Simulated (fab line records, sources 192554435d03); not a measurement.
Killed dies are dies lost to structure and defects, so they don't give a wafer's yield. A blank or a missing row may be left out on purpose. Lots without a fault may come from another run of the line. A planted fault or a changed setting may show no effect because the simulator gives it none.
Split-lot experiment | flow n5_finfet | 7 lots, 21 wafers read, on a route of 1938 steps

THE SPLIT
At N5_FIN_SAQP_COAT_68 (time 60 s, resist thk 100 nm), the setting spin_rpm was moved away from the recipe's 1500 rpm on 5 of the 21 wafers read, by -10.7% to +10.5%. The other wafers ran this setting at the recipe's value.

The reading is taken at the split's own step.

THE READING
SOC_of_FIN_SAQP_COAT_68.thk_nm (the simulator's own value, which no gauge read), in nm, at N5_FIN_SAQP_COAT_68 (time 60 s, resist thk 100 nm). The file gives no usual value for it. The 16 wafers here that ran the recipe average 100.2 nm, standard deviation 0.27 nm.

wafer  | tool, chamber at the split | spin_rpm as run, rpm | against the recipe | SOC_of_FIN_SAQP_COAT_68.thk_nm, nm | against lot-mates on the recipe
L076.1 | litho_track-02, 0          | 1418                 | -5.5%              | 103                                | +2.8
L076.2 | litho_track-02, 0          | 1418                 | -5.5%              | 103.2                              | +3.0
L076.6 | litho_track-02, 0          | 1500                 | recipe             | 100.2                              | -
L081.2 | litho_track-02, 0          | 1500                 | recipe             | 100                                | -
L081.5 | litho_track-02, 0          | 1500                 | recipe             | 99.8                               | -
L081.6 | litho_track-02, 0          | 1500                 | recipe             | 99.8                               | -
L086.3 | litho_track-03, 0          | 1500                 | recipe             | 100.4                              | -
L086.4 | litho_track-03, 0          | 1500                 | recipe             | 100.4                              | -
L086.5 | litho_track-03, 0          | 1500                 | recipe             | 100.2                              | -
L089.2 | litho_track-03, 0          | 1500                 | recipe             | 100.4                              | -
L089.3 | litho_track-03, 0          | 1500                 | recipe             | 100                                | -
L089.4 | litho_track-03, 0          | 1500                 | recipe             | 100.2                              | -
L091.3 | litho_track-03, 0          | 1500                 | recipe             | 100.2                              | -
L091.4 | litho_track-03, 0          | 1500                 | recipe             | 99.8                               | -
L091.5 | litho_track-03, 0          | 1339                 | -10.7%             | 105.8                              | +5.8
L095.2 | litho_track-03, 0          | 1658                 | +10.5%             | 94.8                               | -5.2
L095.4 | litho_track-03, 0          | 1658                 | +10.5%             | 95.2                               | -4.8
L095.6 | litho_track-03, 0          | 1500                 | recipe             | 100                                | -
L097.1 | litho_track-03, 0          | 1500                 | recipe             | 100.6                              | -
L097.3 | litho_track-03, 0          | 1500                 | recipe             | 100.6                              | -
L097.6 | litho_track-03, 0          | 1500                 | recipe             | 100.6                              | -

THE FIT
A straight line over all 21 wafers: SOC_of_FIN_SAQP_COAT_68.thk_nm changes by -0.507 nm for each +1% of spin_rpm; r = -0.99; the points scatter about the line by 0.27 nm.
The same after taking each lot's own level away (the mean of its wafers on the recipe; 21 wafers): -0.502 nm for each +1%; r = -1.00; scatter 0.18 nm.
On that fit, the largest move of spin_rpm shifts the reading by 5.4 nm.
The lots' own levels span 99.87 to 100.60 nm, that is 2.7 times the standard deviation above.
So the lot-to-lot level changes the slope little: the two slopes agree.
Check: with one of the wafers moved furthest among these (-10.7%) left out of the fit, the line predicts +5.27 nm for it against its lot-mates. It came out at +5.8 nm against them.

OTHER SPLITS ON THESE WAFERS
These wafers also went through other splits before the reading. Each is held against what the fit with the lots' levels taken away leaves over:
other split on the same wafers            | wafers away from the commonest value | r with SOC_of_FIN_SAQP_COAT_68.thk_nm (lot level and that fit taken away)
N5_ZERO_LAYER_EXPOSE_08 dose_mj           | 11                                   | +0.20
N5_ZERO_LAYER_DEVELOP_10 develop_time_s   | 5                                    | -0.08
N5_PMOS_HMC_CHANNEL_EPI_EXPOSE_06 dose_mj | 5                                    | -0.31
N5_PMOS_HMC_CHANNEL_EPI_PEB_07 peb_time_s | 6                                    | -0.15

THE FILE'S OWN FIT
SOC_of_FIN_SAQP_COAT_68.thk_nm changes by -0.511 nm for each +1% of spin_rpm, r = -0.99.
